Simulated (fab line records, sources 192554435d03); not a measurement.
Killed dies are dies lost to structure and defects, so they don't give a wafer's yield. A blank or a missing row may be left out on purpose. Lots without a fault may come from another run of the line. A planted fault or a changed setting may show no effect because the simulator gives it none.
A struck lot beside a sound one | flow n5_finfet | 16 steps out of a route of 1938
Sound: wafers L128.1, L128.4, L128.6. Struck: wafers L140.3, L140.4, L140.6. The cause comes at the end.
At each step with rows: each side's tool, then ch and its chambers, then its first start. Under that, the readings that differ: sound wafers | struck wafers | difference of the means | sigmas: that difference in standard deviations of wafers without a fault.
alike: readings whose means differ by less than 2 such deviations, and words and numbers that are the same on both sides. not compared: withheld readings, readings that some wafer has no value for, bounds like >300 that may hide the same value, and numbers for which the record gives no deviation and whose values overlap.
The two part at a step that has a row with sigmas, a row that says differs or no value, or rows on one side only. Numbers that don't overlap but have no deviation are shown without sigmas and don't part them. A reading that every wafer of one side lacks parts them only if that side has two wafers or more.

first, 3 steps without rows for these wafers: N5_FIN_CUT_EXPOSE_05 (exposes mask FIN CUT); N5_FIN_CUT_PEB_06 (peb time 60 s); N5_FIN_CUT_DEVELOP_07 (develop time 30 s).
N5_FIN_CUT_CD_MEAS_08: target cd 29.1 nm.
  sound on cd_sem-02 ch 0, day 2 15:52; struck on cd_sem-03 ch 0, day 5 14:04
  alike: cd_nm
N5_FIN_CUT_OVL_MEAS_09:
  sound on overlay-02 ch 0, day 2 15:53; struck on overlay-01 ch 0, day 5 14:07
  alike: FIN_CUT_OVL
N5_FIN_CUT_INSPECT_10: inspects for defects (brightfield).
  sound on defect_inspect-02, day 2 15:57; struck on defect_inspect-01, day 5 14:09
  alike: raw_defect_count
N5_FIN_CUT_DESCUM_13: chemistry O2, time 7 s.
  sound on rie_diel-02 ch 0,3, day 2 15:59; struck on rie_diel-04 ch 2,3, day 5 14:11
  alike: drypump_motor_current_A, o2_flow_sccm, oes_product_au, rf_vpp_V, showerhead_plenum_p_Torr, throttle_valve_pct
  not compared: rf_hours_counter_h
N5_FIN_CUT_ETCH_30: etches underlayer in N2/H2, target depth 13 nm, time 10.4 s.
  sound on rie_diel-02 ch 0,3, day 2 16:01; struck on rie_diel-04 ch 2,3, day 5 14:13
  alike: drypump_motor_current_A, etch_rf_on_time_s, h2_flow_sccm, n2_flow_sccm, oes_product_au, rf_vpp_V, showerhead_plenum_p_Torr, throttle_valve_pct
  not compared: rf_hours_counter_h
N5_FIN_CUT_ETCH_20: etches SiARC in CF4, target depth 26 nm, time 43.3 s.
  sound on rie_diel-02 ch 0,3, day 2 16:02; struck on rie_diel-04 ch 2,3, day 5 14:14
  alike: drypump_motor_current_A, etch_rf_on_time_s, oes_product_au, rf_vpp_V, showerhead_plenum_p_Torr, throttle_valve_pct
  not compared: rf_hours_counter_h
N5_FIN_CUT_ETCH_21: etches SOC in N2/H2, target depth 219 nm, overetch 43.8 nm, time 523.5 s.
  sound on rie_diel-02 ch 0,3, day 2 16:04; struck on rie_diel-04 ch 2,3, day 5 14:17
  reading      | sound             | struck            | difference | sigmas
  rf_vpp_V (V) | 240.2 242.2 241.3 | 238.9 238.2 238.6 | -2.7       | -2
  alike: drypump_motor_current_A, h2_flow_sccm, n2_flow_sccm, oes_product_au, showerhead_plenum_p_Torr, throttle_valve_pct
  not compared: rf_hours_counter_h
then, 2 steps without rows for these wafers: N5_FIN_CUT_STRIP_23 (strips in N2/H2); N5_FIN_CUT_STRIP_31 (strips in N2/H2).
N5_FIN_CUT_STRIP_24: strips in CF4.
  sound on rie_diel-02 ch 0,3, day 2 16:24; struck on rie_diel-04 ch 2,3, day 5 14:36
  no value came back on the struck wafers for any of 7 readings (bias_power_w (W), cf4_flow_sccm (sccm) and others); on the sound wafers bias_power_w (W) reads 75.11 74.98 74.78
  reading                                    | sound | struck       | difference | sigmas
  model.SiARC_of_FIN_CUT_COAT_19.thk_nm (nm) | 0 0 0 | 11.8 12 11.8 | +11.9      |
  not compared: rf_hours_counter_h
then, 1 step without rows for these wafers: N5_FIN_CUT_CUT_ETCH_26 (etches SiNx in CH3F/O2, target depth 39 nm, time 55.7 s).
N5_FIN_CUT_CUT_ETCH_27: etches SiO2 in CHF3/O2, target depth 4 nm, overetch 2 nm, time 4.9 s.
  sound on rie_diel-02 ch 0,3, day 2 16:28; struck on rie_diel-04 ch 2,3, day 5 14:40
  reading                                    | sound | struck      | difference | sigmas
  model.SiARC_of_FIN_CUT_COAT_19.thk_nm (nm) | 0 0 0 | 4.4 4.8 4.4 | +4.5       |
  alike: drypump_motor_current_A, oes_product_au, rf_vpp_V, showerhead_plenum_p_Torr, throttle_valve_pct
  not compared: rf_hours_counter_h
N5_FIN_CUT_PRECLEAN_35: cleans in vHF, time 13.3 s.
  sound on vapor_etch-01 ch 1, day 2 16:32; struck on vapor_etch-01 ch 0,1, day 5 14:46
  alike: drypump_motor_current_A

WHERE THEY PART
First at N5_FIN_CUT_ETCH_21; last, within this record, at N5_FIN_CUT_STRIP_24. Later steps at which nothing parts them and some readings are alike: N5_FIN_CUT_CUT_ETCH_27, N5_FIN_CUT_PRECLEAN_35.

WHY: what the simulator had put in
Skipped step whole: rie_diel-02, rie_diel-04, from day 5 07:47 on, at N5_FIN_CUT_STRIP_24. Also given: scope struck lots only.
